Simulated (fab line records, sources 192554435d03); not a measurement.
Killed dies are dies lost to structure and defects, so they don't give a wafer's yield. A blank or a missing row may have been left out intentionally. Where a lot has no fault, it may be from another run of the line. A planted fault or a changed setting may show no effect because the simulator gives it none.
Which of the tools did it? | flow n5_finfet | Sampling: 9 lots, 27 wafers, 4 of 1938 route steps

== WHAT EACH GAUGE READ, for each wafer ==
N5_BEOL_M4_RC_MEAS_101.
lot  | measured     | on        | VT_N_LONG (mV)
L521 | day 8 22:11  | prober-01 | 274.5 270.7 275.3
L526 | day 11 01:40 | prober-02 | 277.6 273.9 278.5
L527 | day 11 01:13 | prober-01 | 272.8 273.3 277.1
L529 | day 11 08:01 | prober-02 | 273.6 277.5 271.9
L531 | day 13 00:28 | prober-01 | 272.0 271.3 272.2
L532 | day 13 04:21 | prober-02 | 270.5 272.2 270.0
L535 | day 13 09:55 | prober-02 | 274.0 275.6 276.6
L537 | day 13 20:47 | prober-01 | 273.0 277.0 275.0
L541 | day 14 10:26 | prober-02 | 480.5 275.3 276.7

== WHAT TOOL EACH LOT RAN ON (gives the tool, then ch and the chambers of the sampled wafers, and finally the start) ==
lot  | N5_HKMG_FIN_ETCH_32               | N5_HKMG_FIN_ETCH_35               | N5_HKMG_FIN_ALD_91
L521 | rie_diel-01 ch 1,2,3, day 4 02:43 | rie_diel-01 ch 1,2,3, day 4 02:56 | ald_metal-02 ch 0,2,3, day 4 03:37
L526 | rie_diel-06 ch 0,1,3, day 5 09:11 | rie_diel-06 ch 0,1,3, day 5 09:23 | ald_metal-01 ch 0,2,3, day 5 10:04
L527 | rie_diel-06 ch 0,1,3, day 5 14:44 | rie_diel-06 ch 0,1,3, day 5 14:57 | ald_metal-01 ch 0,1,3, day 5 15:38
L529 | rie_diel-01 ch 0,1,3, day 6 06:49 | rie_diel-01 ch 0,1,3, day 6 07:01 | ald_metal-01 ch 1,2, day 6 07:42
L531 | rie_diel-06 ch 0,1,2, day 6 19:50 | rie_diel-06 ch 0,1,2, day 6 20:02 | ald_metal-01 ch 0,3, day 6 20:43
L532 | rie_diel-01 ch 0,1,3, day 7 02:23 | rie_diel-01 ch 0,1,3, day 7 02:35 | ald_metal-02 ch 1,3, day 7 03:16
L535 | rie_diel-06 ch 1,3, day 7 18:19   | rie_diel-06 ch 1,3, day 7 18:31   | ald_metal-02 ch 0,1,3, day 7 19:12
L537 | rie_diel-06 ch 1,2,3, day 8 03:49 | rie_diel-06 ch 1,2,3, day 8 04:00 | ald_metal-03 ch 0,1,3, day 8 04:36
L541 | rie_diel-06 ch 0,1,2, day 9 04:10 | rie_diel-06 ch 0,1,2, day 9 04:23 | ald_metal-01 ch 1,3, day 9 05:04
- N5_HKMG_FIN_ETCH_32: etches SOC in N2/H2, target depth 240 nm, time 300 s.
- N5_HKMG_FIN_ETCH_35: etches SOC in N2/H2, target depth 215.8 nm, time 243.4 s.
- N5_HKMG_FIN_ALD_91: deposits TiN, target thk 1 nm, pulse time 1 s, purge time 3 s.

== THE ANSWER, worked out from the rows above alone ==
Rule: the usual values come from the lots themselves. Put in order of their means at a reading, lots are off if they are a third of the lots or fewer, leave a main group of 4 or more, and stand apart from it by a gap of 3 or more times the standard deviation of the main group's means; of several such gaps the widest counts. The tables above print the reading to a certain number of digits; a main group whose means all agree to those digits is not used. Also off: a lot with no number at a reading for which 4 or more lots have one. The other lots that the step has rows for count as sound.
Off: L541, seen at N5_BEOL_M4_RC_MEAS_101 (VT_N_LONG). The main group: mean 274.0 mV, standard deviation 1.8.
If a tool, at a process step before that reading, ran all the lots that are off and no sound lot after the first of them, it fits. The gauges at N5_BEOL_M4_RC_MEAS_101 are tried like those tools. Can't be told from this: 3 tools fit, rie_diel-06 at N5_HKMG_FIN_ETCH_32 and N5_HKMG_FIN_ETCH_35, ald_metal-01 at N5_HKMG_FIN_ALD_91, prober-02 at N5_BEOL_M4_RC_MEAS_101.

== WHAT WAS PUT IN BY THE SIMULATOR ==
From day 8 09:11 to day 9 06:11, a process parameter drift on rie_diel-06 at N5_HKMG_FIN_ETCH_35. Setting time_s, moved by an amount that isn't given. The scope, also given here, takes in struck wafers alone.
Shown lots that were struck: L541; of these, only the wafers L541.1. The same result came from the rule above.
